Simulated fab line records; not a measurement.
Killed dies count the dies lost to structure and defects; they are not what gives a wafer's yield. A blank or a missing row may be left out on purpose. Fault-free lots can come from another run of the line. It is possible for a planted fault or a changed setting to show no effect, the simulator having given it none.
Comparing a struck lot with a sound one + flow nand_harc + 13 out of 1159 route steps
Sound: wafers L495.1, L495.5, L495.6. Wafers L505.1, L505.4, L505.5 were the ones struck. At the end, the cause is stated.
Order at every step that has rows: each side's tool, ch and its chambers, its first start. Under that, the readings that differ: sound wafers + struck wafers + difference of the means + sigmas: that difference in standard deviations of wafers without a fault.
alike: same words and numbers on both sides, and readings whose means sit less than 2 such deviations apart. not compared: any withheld reading, any reading some wafer has no value for, any bound like >300 that may hide the same value, and any number with overlapping values for which the record gives no deviation.
The two part at a step that has a row with sigmas, a row that says differs or no value, or rows on one side only. Non-overlapping numbers with no deviation appear without sigmas and do not part them. Lack of a reading on every wafer of one side parts them only where that side has two or more wafers.

NHARC_P_CONTACT_CD_MEAS_19:
  struck on cd_sem-03, day 8 17:53; sound on cd_sem-03, day 5 20:42
  alike: cd_nm
then, 2 steps without rows for these wafers: NHARC_P_CONTACT_STRIP_28 (strips in O2); NHARC_P_CONTACT_STRIP_29 (strips in post etch residue remover, time 1200 s).
NHARC_P_CONTACT_DEGAS_38: time 60 s.
  struck on pvd_sputter-03, day 8 18:36; sound on pvd_sputter-02, day 5 21:26
  alike: heater_power_w
then, 1 step without rows for these wafers: NHARC_P_CONTACT_PRE_CLEAN_39 (time 19.5 s).
NHARC_P_CONTACT_PVD_32: deposits Ti, target thk 5 nm, time 17.7 s.
  sound on pvd_sputter-02; struck on pvd_sputter-03
  alike: throttle_valve_pct
NHARC_P_CONTACT_ALD_22: deposits TiN, target thk 3 nm, pulse time 1 s, ald cycles 150.
  sound on ald_metal-01 ch 0,1,3, day 5 21:43; struck on ald_metal-01 ch 1,2,3, day 8 18:50
  alike: heater_power_w, precursor_pulse_height_rel
  not compared: since_wet_clean_h
NHARC_P_CONTACT_CVD_23: deposits W, target thk 200 nm, time 557 s.
  sound: cvd_w-02 ch 0,1; struck: cvd_w-01 ch 0,1
  alike: heater_power_w, throttle_valve_pct
  not compared: since_wet_clean_h
NHARC_P_CONTACT_CMP_24: polishes, t overpolish 30 s, target thk 200 nm.
  sound on cmp-04 ch 0,3, day 6 02:56; struck on cmp-04 ch 1,2, day 8 22:27
  alike: motor_current_A, overpolish_run_s, time_to_endpoint_s
next, for these wafers, 1 step has no rows: NHARC_P_CONTACT_SRD_26.
NHARC_P_CONTACT_INSPECT_27:
  struck on defect_inspect-01, day 8 22:49; sound on defect_inspect-02, day 6 03:20
| reading          | sound       | struck      | difference | sigmas |
|------------------|-------------|-------------|------------|--------|
| raw_defect_count | 460 635 647 | 137 107 211 | -429       | -3     |
NHARC_P_M0_DEP_00: deposits SiOC, target thk 150 nm.
  sound on pecvd-04 ch 0,2, day 6 03:24; struck on pecvd-04 ch 1,2, day 8 22:53
  no value came back on the struck wafers for chamber_pressure_Torr (Torr), rf_fwd_power_W (W); on the sound wafers chamber_pressure_Torr (Torr) reads 4.987 4.992 5.006
  not compared: since_wet_clean_h
then, 1 step without rows for these wafers: NHARC_P_M0_DEHYDRATE_01 (time 120 s).

WHERE THEY PART
First at NHARC_P_CONTACT_INSPECT_27; last, within this record, at NHARC_P_M0_DEP_00.

WHY: what had been put in by the simulator
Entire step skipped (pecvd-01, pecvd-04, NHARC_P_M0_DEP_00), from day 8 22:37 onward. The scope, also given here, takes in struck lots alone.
